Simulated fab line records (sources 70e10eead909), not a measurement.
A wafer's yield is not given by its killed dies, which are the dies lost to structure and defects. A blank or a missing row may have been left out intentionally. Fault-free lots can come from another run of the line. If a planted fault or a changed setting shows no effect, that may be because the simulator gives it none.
Chamber matching | flow nand harc | 4 sister chambers for NHARC_P_GATE_DESCUM_48 on rie diel-13
The step chemistry O2, time 3 s. 4 wafers are shown with their chamber, then 12 later ones without.

WAFERS PAIRED WITH THEIR CHAMBERS
wafer  | chamber | showerhead plenum p Torr (Torr)
L087.1 | 1       | 1.96
L089.1 | 2       | 1.82
L089.2 | 3       | 2.00
L089.5 | 0       | 1.92

WAFERS WITHOUT THEIR CHAMBER
wafer  | showerhead plenum p Torr (Torr)
L091.1 | 1.92
L091.2 | 1.95
L091.6 | 1.95
L091.3 | 1.99
L091.4 | 1.82
L091.5 | 1.82
L092.2 | 1.92
L092.3 | 1.99
L092.5 | 1.92
L095.1 | 1.82
L095.2 | 1.99
L095.4 | 1.82

EACH ONE'S CHAMBER
wafer  | from the rows above | in truth
L091.1 | 0                   | 0
L091.2 | 1                   | 1
L091.6 | 1                   | 1
L091.3 | 3                   | 3
L091.4 | 2                   | 2
L091.5 | 2                   | 2
L092.2 | 0                   | 0
L092.3 | 3                   | 3
L092.5 | 0                   | 0
L095.1 | 2                   | 2
L095.2 | 3                   | 3
L095.4 | 2                   | 2
Placed correctly: 12 of 12. Can't be placed from these rows: 0. Placed wrongly: 0.
How it was worked out, from the rows above alone: a wafer's distance from a chamber is the root of the sum, over the readings, of the square of ((its reading less the chamber's mean) divided by the reading's scatter). The wafer belongs to the nearest chamber; if the next one is less than 2 further off, it can't be placed. Each chamber's mean is taken over the wafers shown for it. The scatter: root of mean squared gap, hidden wafer to nearest shown wafer, with one shown wafer a chamber.
